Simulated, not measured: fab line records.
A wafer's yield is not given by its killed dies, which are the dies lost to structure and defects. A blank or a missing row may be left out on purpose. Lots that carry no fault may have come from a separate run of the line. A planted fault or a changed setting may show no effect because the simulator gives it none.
2 desks looking at one fault || flow n5-finfet || each desk has only its own numbers; what lay behind them comes last

== AT THE METROLOGY DESK ==
What the gauges read, lot by lot, whatever tool the lot ran on: means of the sampled wafers that have a number. A lot is out of limits, marked OUT, if its mean lies more than 4 standard deviations from the usual mean; the brackets give that distance. Readings shown: 7 of its 11, picked as those furthest out on some lot.
Columns: A = FIN_CUT_OVL at N5_FIN_CUT_OVL_MEAS_09, usual 0.0 nm; B = IOFF_P at N5_BEOL_M4_RC_MEAS_101, usual 0.21 nA/um; C = ION_P at N5_BEOL_M4_RC_MEAS_101, usual 463 uA/um; D = SS_N at N5_BEOL_M4_RC_MEAS_101, usual 71.6 mV/dec; E = SS_P at N5_BEOL_M4_RC_MEAS_101, usual 73.3 mV/dec; F = VT_N at N5_BEOL_M4_RC_MEAS_101, usual 250 mV; G = VT_P at N5_BEOL_M4_RC_MEAS_101, usual -251 mV
{"lot": "L502", "first seen here": "day 2 04:09", "A": -0.0, "B": 0.19, "C": 453, "D": 72.1, "E": 73.7, "F": 251, "G": -254}
{"lot": "L503", "first seen here": "day 2 09:02", "A": 0.5, "B": 0.24, "C": 466, "D": 71.5, "E": 73.8, "F": 246, "G": -249}
{"lot": "L504", "first seen here": "day 2 15:14", "A": -0.1, "B": 0.18, "C": 455, "D": 71.2, "E": 73.2, "F": 251, "G": -253}
{"lot": "L506", "first seen here": "day 3 03:46", "A": 0.4, "B": 0.18, "C": 459, "D": 71.1, "E": 72.6, "F": 251, "G": -252}
{"lot": "L511", "first seen here": "day 4 09:38", "A": 0.6, "B": 0.20, "C": 464, "D": 70.8, "E": 72.7, "F": 251, "G": -250}
{"lot": "L514", "first seen here": "day 5 04:05", "A": -0.6, "B": 0.27, "C": 473, "D": 72.0, "E": 73.9, "F": 246, "G": -247}
{"lot": "L520", "first seen here": "day 6 17:22", "A": -0.2, "B": 0.27, "C": 471, "D": 71.8, "E": 74.0, "F": 249, "G": -247}
{"lot": "L522", "first seen here": "day 7 02:38", "A": -0.9, "B": 0.24, "C": 467, "D": 72.0, "E": 74.3, "F": 249, "G": -247}
{"lot": "L525", "first seen here": "day 7 21:17", "A": 0.2, "B": 0.19, "C": 457, "D": 71.5, "E": 73.1, "F": 252, "G": -253}
Result from this desk: across the 9 lots, nothing is out of limits.

== THE TOOL OWNER'S DESK: rie-diel-06 ==
The tool's own readings at N5_FIN_CUT_CUT_ETCH_26 (etches SiNx in CH3F/O2, target depth 39 nm, time 55.7 s): means of the sampled wafers that have a number, for each lot that ran on this tool. A lot is out of limits, marked OUT, if its mean lies more than 4 standard deviations from the usual mean; the brackets give that distance.
Columns: A = drypump-motor-current-A at N5_FIN_CUT_CUT_ETCH_26, usual 5.78 A; B = oes_f_703_au at N5_FIN_CUT_CUT_ETCH_26, usual 0.80 a.u.; C = oes-product-au at N5_FIN_CUT_CUT_ETCH_26, usual 0.80 a.u.; D = rf-fwd-power-W at N5_FIN_CUT_CUT_ETCH_26, usual 391.2 W; E = rf-vpp-V at N5_FIN_CUT_CUT_ETCH_26, usual 298 V; F = showerhead-plenum-p-Torr at N5_FIN_CUT_CUT_ETCH_26, usual 2.02 Torr; G = throttle-valve-pct at N5_FIN_CUT_CUT_ETCH_26, usual 16.30 %
{"lot": "L502", "first seen here": "day 2 04:40", "A": 5.70, "B": 0.87, "C": 0.86, "D": 392.2, "E": 297, "F": 2.02, "G": 16.17}
{"lot": "L503", "first seen here": "day 2 09:46", "A": 5.92, "B": 0.84, "C": 0.83, "D": 392.2, "E": 297, "F": 1.99, "G": 16.27}
{"lot": "L504", "first seen here": "day 2 15:45", "A": 5.69, "B": 0.86, "C": 0.85, "D": 391.8, "E": 298, "F": 2.02, "G": 16.18}
{"lot": "L511", "first seen here": "day 4 10:09", "A": 5.91, "B": 1.07, "C": 0.85, "D": "486.4 (+60) OUT", "E": "267 (-6.9) OUT", "F": 1.99, "G": 16.29}
{"lot": "L514", "first seen here": "day 5 04:37", "A": 5.70, "B": 1.09, "C": 0.86, "D": "485.8 (+59) OUT", "E": "270 (-6.3) OUT", "F": 2.01, "G": 16.23}
This desk finds L511, L514 out of limits, L511 being first, at day 4 10:09 (rf-fwd-power-W at N5_FIN_CUT_CUT_ETCH_26). L502, L503, L504: within limits.

== TAKEN TOGETHER ==
The tool owner's desk had the chance to raise an alarm at day 4 10:09 on L511, L514.
Metrology desk: nothing out of limits seen.
The metrology desk has L511, L514 on record, within its limits.
Of the lots named, all ran N5_FIN_CUT_CUT_ETCH_26 on rie-diel-06.

== WHAT THE SIMULATOR PUT IN ==
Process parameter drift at N5_FIN_CUT_CUT_ETCH_26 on rie-diel-06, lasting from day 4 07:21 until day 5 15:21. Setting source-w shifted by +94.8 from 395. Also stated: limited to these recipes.
Shown lots that were struck: L511, L514.
Delay in hours, fault start to first out-of-limits reading, by desk: the tool owner's desk at 3.
